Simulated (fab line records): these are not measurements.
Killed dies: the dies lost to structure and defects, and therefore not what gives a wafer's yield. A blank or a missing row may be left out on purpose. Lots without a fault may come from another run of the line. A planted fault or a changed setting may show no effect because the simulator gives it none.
Chamber matching :: flow nand harc :: NHARC_A_CONTACT_ETCH_90 on rie diel-04: 4 sister chambers
The step etches the open film in CH3F/O2, target depth 40 nm, time 85.7 s. 20 wafers are shown with their chamber, then 10 later ones without.

EACH WAFER AND ITS CHAMBER
wafer: L075.2
chamber: 3
showerhead plenum p Torr (Torr): 2.42
drypump motor current A (A): 5.92
rf vpp V (V): 242.7

wafer: L075.5
chamber: 0
showerhead plenum p Torr (Torr): 2.58
drypump motor current A (A): 5.78
rf vpp V (V): 245.4

wafer: L075.6
chamber: 3
showerhead plenum p Torr (Torr): 2.42
drypump motor current A (A): 5.93
rf vpp V (V): 242.3

wafer: L074.2
chamber: 0
showerhead plenum p Torr (Torr): 2.58
drypump motor current A (A): 5.79
rf vpp V (V): 246.8

wafer: L074.3
chamber: 3
showerhead plenum p Torr (Torr): 2.42
drypump motor current A (A): 5.94
rf vpp V (V): 245.3

wafer: L074.6
chamber: 1
showerhead plenum p Torr (Torr): 2.59
drypump motor current A (A): 5.49
rf vpp V (V): 246.6

wafer: L076.1
chamber: 3
showerhead plenum p Torr (Torr): 2.42
drypump motor current A (A): 5.95
rf vpp V (V): 242.5

wafer: L076.3
chamber: 0
showerhead plenum p Torr (Torr): 2.58
drypump motor current A (A): 5.80
rf vpp V (V): 245.3

wafer: L076.5
chamber: 1
showerhead plenum p Torr (Torr): 2.59
drypump motor current A (A): 5.53
rf vpp V (V): 245.9

wafer: L083.1
chamber: 0
showerhead plenum p Torr (Torr): 2.58
drypump motor current A (A): 5.80
rf vpp V (V): 245.3

wafer: L083.3
chamber: 2
showerhead plenum p Torr (Torr): 2.60
drypump motor current A (A): 5.63
rf vpp V (V): 245.6

wafer: L083.6
chamber: 0
showerhead plenum p Torr (Torr): 2.58
drypump motor current A (A): 5.79
rf vpp V (V): 245.8

wafer: L087.2
chamber: 1
showerhead plenum p Torr (Torr): 2.58
drypump motor current A (A): 5.52
rf vpp V (V): 246.5

wafer: L087.5
chamber: 1
showerhead plenum p Torr (Torr): 2.58
drypump motor current A (A): 5.53
rf vpp V (V): 244.9

wafer: L087.6
chamber: 0
showerhead plenum p Torr (Torr): 2.57
drypump motor current A (A): 5.80
rf vpp V (V): 244.5

wafer: L089.1
chamber: 1
showerhead plenum p Torr (Torr): 2.58
drypump motor current A (A): 5.52
rf vpp V (V): 247.8

wafer: L089.3
chamber: 3
showerhead plenum p Torr (Torr): 2.41
drypump motor current A (A): 5.94
rf vpp V (V): 243.9

wafer: L089.5
chamber: 3
showerhead plenum p Torr (Torr): 2.41
drypump motor current A (A): 5.90
rf vpp V (V): 242.9

wafer: L091.2
chamber: 0
showerhead plenum p Torr (Torr): 2.57
drypump motor current A (A): 5.78
rf vpp V (V): 245.9

wafer: L091.5
chamber: 2
showerhead plenum p Torr (Torr): 2.60
drypump motor current A (A): 5.59
rf vpp V (V): 247.2

SIGNATURES (averages over the wafers above)
reading: showerhead plenum p Torr
chamber 0: 2.5771
chamber 1: 2.5840
chamber 2: 2.6000
chamber 3: 2.4167
scatter within a chamber: 0.00498

reading: drypump motor current A
chamber 0: 5.7914
chamber 1: 5.5180
chamber 2: 5.6100
chamber 3: 5.9300
scatter within a chamber: 0.0157

reading: rf vpp V
chamber 0: 245.571
chamber 1: 246.340
chamber 2: 246.400
chamber 3: 243.267
scatter within a chamber: 0.977
Rule: for each reading, subtract the chamber's mean from the wafer's reading, divide by that reading's scatter and square the result; add these up over the readings and take the root, which gives the wafer's distance from the chamber. If the next closest chamber is less than 2 further off than the closest, the wafer can't be placed; otherwise it belongs to the closest. How the scatter is found: for the shown wafers, subtract from each reading the mean of its chamber, square and add these, divide the total by (wafers less chambers), then take the root.

WAFERS WITHOUT THEIR CHAMBER
wafer: L091.6
showerhead plenum p Torr (Torr): 2.58
drypump motor current A (A): 5.50
rf vpp V (V): 245.9

wafer: L092.1
showerhead plenum p Torr (Torr): 2.41
drypump motor current A (A): 5.94
rf vpp V (V): 243.3

wafer: L092.5
showerhead plenum p Torr (Torr): 2.58
drypump motor current A (A): 5.51
rf vpp V (V): 245.9

wafer: L092.6
showerhead plenum p Torr (Torr): 2.57
drypump motor current A (A): 5.80
rf vpp V (V): 247.4

wafer: L094.1
showerhead plenum p Torr (Torr): 2.58
drypump motor current A (A): 5.49
rf vpp V (V): 246.5

wafer: L094.3
showerhead plenum p Torr (Torr): 2.41
drypump motor current A (A): 5.94
rf vpp V (V): 242.3

wafer: L094.4
showerhead plenum p Torr (Torr): 2.57
drypump motor current A (A): 5.78
rf vpp V (V): 245.0

wafer: L095.1
showerhead plenum p Torr (Torr): 2.59
drypump motor current A (A): 5.62
rf vpp V (V): 245.0

wafer: L095.2
showerhead plenum p Torr (Torr): 2.58
drypump motor current A (A): 5.51
rf vpp V (V): 245.0

wafer: L095.3
showerhead plenum p Torr (Torr): 2.57
drypump motor current A (A): 5.79
rf vpp V (V): 247.4

THE CHAMBER EACH PASSED THROUGH
wafer: L091.6
from the rows above: 1
in truth: 1

wafer: L092.1
from the rows above: 3
in truth: 3

wafer: L092.5
from the rows above: 1
in truth: 1

wafer: L092.6
from the rows above: 0
in truth: 0

wafer: L094.1
from the rows above: 1
in truth: 1

wafer: L094.3
from the rows above: 3
in truth: 3

wafer: L094.4
from the rows above: 0
in truth: 0

wafer: L095.1
from the rows above: 2
in truth: 2

wafer: L095.2
from the rows above: 1
in truth: 1

wafer: L095.3
from the rows above: 0
in truth: 0
10 of 10 placed correctly. Can't be placed from these rows: 0. Number placed wrongly: 0.
